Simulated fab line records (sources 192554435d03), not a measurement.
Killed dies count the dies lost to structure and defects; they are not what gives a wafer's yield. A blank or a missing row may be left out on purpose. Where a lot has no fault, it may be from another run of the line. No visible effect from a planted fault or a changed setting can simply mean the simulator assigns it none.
Split-lot experiment	flow n5 finfet	route with 1938 steps; 7 lots, 21 wafers read

## ON THE SPLIT
At N5_MOL_CONTACT_COAG_EXPOSE_81 (exposes mask VG, defocus 0 nm), the setting dose mj was moved away from the recipe's 59.5 on 6 of the 21 wafers read, by -7.4% to +7.1%. All remaining wafers had this setting at the recipe value.

## FROM THE SPLIT TO THE READING: what the file shows between them, 2 steps
- N5_MOL_CONTACT_COAG_PEB_82: peb time 60 s
- N5_MOL_CONTACT_COAG_DEVELOP_83: develop time 30 s

## THE READING
cd nm (nm) at N5_MOL_CONTACT_COAG_CD_MEAS_84, where the cd target is 25.1 nm. Typical for fault-free wafers on this fab line: 25.0 nm, with standard deviation 0.31 nm.

wafer	tool, chamber at the split	dose mj as run	against the recipe	cd nm, nm	against lot-mates on the recipe
L078.2	euv scanner-01, 0	59.5	recipe	24.7	-
L078.4	euv scanner-01, 0	61.7	+3.7%	25.5	+0.8
L078.5	euv scanner-01, 0	61.7	+3.7%	25.4	+0.7
L080.2	euv scanner-01, 0	59.5	recipe	24.7	-
L080.3	euv scanner-01, 0	59.5	recipe	25.0	-
L080.4	euv scanner-01, 0	63.71	+7.1%	26.4	+1.5
L083.1	euv scanner-02, 0	59.5	recipe	25.2	-
L083.3	euv scanner-02, 0	59.5	recipe	25.1	-
L083.6	euv scanner-02, 0	59.5	recipe	24.8	-
L086.1	euv scanner-02, 0	59.5	recipe	24.7	-
L086.5	euv scanner-02, 0	59.5	recipe	24.5	-
L086.6	euv scanner-02, 0	57.2	-3.9%	24.2	-0.4
L089.1	euv scanner-02, 0	55.09	-7.4%	23.1	-1.8
L089.3	euv scanner-02, 0	55.09	-7.4%	23.2	-1.7
L089.6	euv scanner-02, 0	59.5	recipe	24.9	-
L092.2	euv scanner-01, 0	59.5	recipe	24.9	-
L092.3	euv scanner-01, 0	59.5	recipe	25.0	-
L092.6	euv scanner-01, 0	59.5	recipe	24.9	-
L094.2	euv scanner-02, 0	59.5	recipe	24.6	-
L094.4	euv scanner-02, 0	59.5	recipe	24.8	-
L094.6	euv scanner-02, 0	59.5	recipe	24.8	-

FIT RESULTS
A straight line over all 21 wafers: cd nm changes by +0.213 nm for each +1% of dose mj; r = +0.97; the points scatter about the line by 0.18 nm.
The same after taking each lot's own level away (the mean of its wafers on the recipe; 21 wafers): +0.218 nm for each +1%; r = +0.98; scatter 0.15 nm.
That fit puts the effect of the largest move of dose mj on the reading at 1.6 nm.
Across the lots, their own levels run from 24.60 to 25.03 nm, a range of 1.4 times the standard deviation given above.
So the lot-to-lot level changes the slope little: the two slopes agree.
Check: for one of the wafers moved furthest among these (-7.4%), held out of the fit, the line's prediction against its lot-mates is -1.53 nm. Against them it came out at -1.8 nm.

## THESE WAFERS: OTHER SPLITS
Other splits were also applied to these wafers ahead of the reading. Each is held against what the fit with the lots' levels taken away leaves over:
other split on the same wafers	wafers away from the commonest value	r with cd nm (lot level and that fit taken away)
N5_SDB_ETCH_25 time s	8	-0.05
N5_SDB_ALD_29 ald cycles	4	-0.13
N5_HKMG_FIN_EXPOSE_09 dose mj	8	-0.04
N5_GATE_CUT_ETCH_58 time s	11	+0.17
N5_MOL_CONTACT_COAG_ETCH_106 source w	10	+0.05

## THE FILE'S OWN FIT
cd nm changes by +0.211 nm for each +1% of dose mj, r = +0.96.
